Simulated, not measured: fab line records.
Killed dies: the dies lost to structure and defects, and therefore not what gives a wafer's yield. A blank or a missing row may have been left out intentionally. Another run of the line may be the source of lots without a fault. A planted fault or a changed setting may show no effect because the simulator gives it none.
A struck lot beside a sound one -- flow n5Finfet -- 37 out of 1938 route steps
Sound: the wafers L568.1, L568.3, L568.4. Struck: wafer L585.6 (L585.2, L585.5, from the same lot, were not struck and are left out); the cause is given at the end.
For every step that has rows: the tool of each side, followed by ch and its chambers, followed by its first start. Under that, the readings that differ: sound wafers -- struck wafers -- difference of the means -- sigmas: that difference in standard deviations of wafers without a fault.
alike: same words and numbers on both sides, and readings whose means sit less than 2 such deviations apart. not compared: any withheld reading, any reading some wafer has no value for, any bound like >300 that may hide the same value, and any number with overlapping values for which the record gives no deviation.
Wherever a step has rows on one side only, a row that says differs or no value, or a row with sigmas, the two part there. Numbers that have no deviation but don't overlap get no sigmas and don't part them. Lack of a reading on every wafer of one side parts them only where that side has two or more wafers.

first, 8 steps without rows for these wafers: N5_MOL_CONTACT_COAG_PRECLEAN_138 (cleans in alkaline clean, time 60 s); N5_MOL_CONTACT_COAG_SRD_139 (time 30 s); N5_MOL_CONTACT_COAG_PRE_CLEAN_121; N5_MOL_CONTACT_COAG_CVD_140 (deposits W, target thk 66.5 nm, time 215 s); N5_MOL_CONTACT_COAG_PRECLEAN_127 (cleans in DIW, time 57.5 s); N5_MOL_CONTACT_COAG_SRD_128 (dry time 32 s); N5_MOL_CONTACT_COAG_CMP_52 (polishes, stops on SiO2, t overpolish 1.5 s, target thk 66.5 nm); N5_MOL_CONTACT_COAG_ANNEAL_112 (time 1800 s).
N5_BEOL_M0_SAQP_PECVD_00: deposits SiCN from 3MS/NH3, target thk 8 nm, time 14 s.
  sound on pecvd-01 ch 0,1,2, day 5 14:26; struck on pecvd-01 ch 0, day 9 21:11
reading,sound,struck,difference,sigmas
model.SiCN_of_BEOL_M0_SAQP_PECVD_00.thkNm (nm),7.6 8 7.8,13.2,+5.4,
  alike: showerheadPlenumPTorr, showerheadVppV, throttleValvePct
then, 25 steps without rows for these wafers: N5_BEOL_M0_SAQP_ILD_DEP_01 (deposits SiOC from DEMS/O2, target thk 45.419 nm, time 8.7 s); N5_BEOL_M0_SAQP_HM_DEP_02 (deposits TiN, target thk 12 nm); N5_BEOL_M0_SAQP_PECVD_03 (deposits SiCN from 3MS/NH3, target thk 12 nm, time 21.1 s); N5_BEOL_M0_SAQP_PECVD_96 (deposits a-Si from SiH4/He, target thk 45 nm, time 45.2 s); N5_BEOL_M0_SAQP_PECVD_97 (deposits SiNx from SiH4/NH3/N2, target thk 23 nm, time 19.9 s); N5_BEOL_M0_SAQP_PECVD_04 (deposits a-Si from SiH4/He, target thk 60 nm, time 60.2 s); N5_BEOL_M0_SAQP_HM_DEP_111 (deposits SiO2 from SiH4/N2O, target thk 12 nm, time 7.2 s); N5_BEOL_M0_SAQP_COAT_81 (time 60 s, resist thk 100 nm); N5_BEOL_M0_SAQP_COAT_82 (time 60 s, resist thk 30 nm); N5_BEOL_M0_SAQP_COAT_08 (resist thk 90 nm); N5_BEOL_M0_SAQP_EBR_10; N5_BEOL_M0_SAQP_SOFTBAKE_09 (time 60 s); N5_BEOL_M0_SAQP_EXPOSE_11 (exposes mask M0 CORE, target cd 42 nm); N5_BEOL_M0_SAQP_PEB_12 (peb time 60 s); N5_BEOL_M0_SAQP_DEVELOP_13 (develop time 30 s); N5_BEOL_M0_SAQP_DESCUM_19 (chemistry O2, time 7.9 s); N5_BEOL_M0_SAQP_ETCH_83 (etches SiARC in CF4, target depth 39 nm, time 65 s); N5_BEOL_M0_SAQP_ETCH_84 (etches SOC in N2/H2, target depth 100 nm, overetch 20 nm, time 150 s); N5_BEOL_M0_SAQP_STRIP_80 (strips in N2/H2); N5_BEOL_M0_SAQP_HM_OPEN_112 (chemistry CHF3/O2, target SiO2, stops on a-Si, target depth 12 nm, time 13.5 s); N5_BEOL_M0_SAQP_STRIP_113 (strips in CHF3/O2); N5_BEOL_M0_SAQP_MANDREL_ETCH_20 (etches a-Si in HBr/Cl2, stops on SiNx, target depth 60 nm, bt time 10 s, time 30 s); N5_BEOL_M0_SAQP_STRIP_86 (strips in N2/H2); N5_BEOL_M0_SAQP_STRIP_115 (strips in post etch residue remover, time 60 s); N5_BEOL_M0_SAQP_SRD_93 (time 30 s).
N5_BEOL_M0_ETCH_109: etches SiCN in CH3F/O2, target depth 8 nm, overetch 2.4 nm, time 27.4 s.
  sound on rieDiel-03 ch 0,1,3, day 6 01:11; struck on rieDiel-03 ch 0, day 10 07:38
reading,sound,struck,difference,sigmas
oesProductAu (a.u.),0.78 0.64 0.61,0.86,+0.18,+3
model.etch.depthNm (nm),7.625 8.072 7.722,10.56,+2.75,
  alike: drypumpMotorCurrentA, rfVppV, showerheadPlenumPTorr, throttleValvePct
  not compared: rfHoursCounterH
N5_BEOL_M4_RC_MEAS_101:
  the record has rows for the sound wafers here (prober-01 ch 0, day 7 19:11) and none for the struck ones
-- the record jumps here: 7 days lie between the struck wafers' starts before and after (it left off in module BEOL_M4 and takes up again in module PASSIVATION, whose first step shown is number 1936 of the route) --
N5_PASSIVATION_PROBE_49:
  sound: prober-02 at day 12 11:28; struck: prober-02 at day 17 10:57
reading,sound,struck,difference,sigmas
defectLimitedYield (%),91.7 92.4 92.7,0,-92,-62
killed_at_M0_to_M3,29 23 18,1094,+1071,+99 or more
killedDies,98 90 86,1180,+1089,+60
killedOnRim,16 9 8,152,+141,+34
sort_bin_5_function (%),4.9 5.1 3.9,96.3,+91.7,+83
sortNPass,1082 1090 1094,0,-1089,-60
sortYieldPct (%),91.7 92.4 92.7,0,-92,-62
  alike: killed_at_M4_up, killedAtContacts, killedAtFrontEnd, killedAtOther, killedOpen, killedShort, sort_bin_4_leakage, sort_bin_6_memory

== WHERE THEY PART ==
At N5_BEOL_M0_ETCH_109 first; at N5_PASSIVATION_PROBE_49 last (within this record only).

WHY: whatever the simulator had introduced
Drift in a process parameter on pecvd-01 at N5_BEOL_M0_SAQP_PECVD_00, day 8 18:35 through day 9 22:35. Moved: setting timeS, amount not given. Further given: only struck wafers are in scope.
